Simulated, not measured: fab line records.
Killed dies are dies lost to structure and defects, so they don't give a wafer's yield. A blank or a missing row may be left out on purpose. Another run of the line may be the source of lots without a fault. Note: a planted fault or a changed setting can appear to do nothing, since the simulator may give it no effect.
Matching of chambers -- flow nandHarc -- 3 sister chambers for NHARC_A_STAIRCASE_DEP_325 on pecvd-02
The step deposits SiO2, target thk 3800 nm. 6 wafers are shown with their chamber, then 8 later ones without.

== WAFERS, EACH WITH ITS CHAMBER ==
wafer,chamber,heaterPowerW (W)
L089.3,1,738
L089.4,2,656
L090.1,0,719
L090.5,2,631
L090.6,0,638
L094.2,1,722

== WAFERS WITHOUT THEIR CHAMBER ==
wafer,heaterPowerW (W)
L094.3,746
L094.6,631
L092.1,788
L092.5,643
L092.6,605
L097.3,634
L097.5,642
L097.6,632

== THE CHAMBER EACH PASSED THROUGH ==
wafer,from the rows above,in truth
L094.3,can't be placed: 1 or 0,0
L094.6,can't be placed: 2 or 0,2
L092.1,can't be placed: 1 or 0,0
L092.5,can't be placed: 2 or 0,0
L092.6,can't be placed: 2 or 0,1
L097.3,can't be placed: 2 or 0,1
L097.5,can't be placed: 2 or 0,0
L097.6,can't be placed: 2 or 0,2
0 of 8 placed correctly. Not placeable from these rows: 8 (in 6, the candidates include the true chamber). Wrongly placed: 0.
How it was worked out, from the rows above alone: a wafer's distance from a chamber is the root of the sum, over the readings, of the square of ((its reading less the chamber's mean) divided by the reading's scatter). The wafer belongs to the nearest chamber; if the next one is less than 2 further off, it can't be placed. For every chamber, the mean is computed from those of its wafers that are shown. The scatter is the square root of a quotient: the sum, over the shown wafers, of each reading's squared deviation from its chamber's mean, divided by wafers minus chambers.
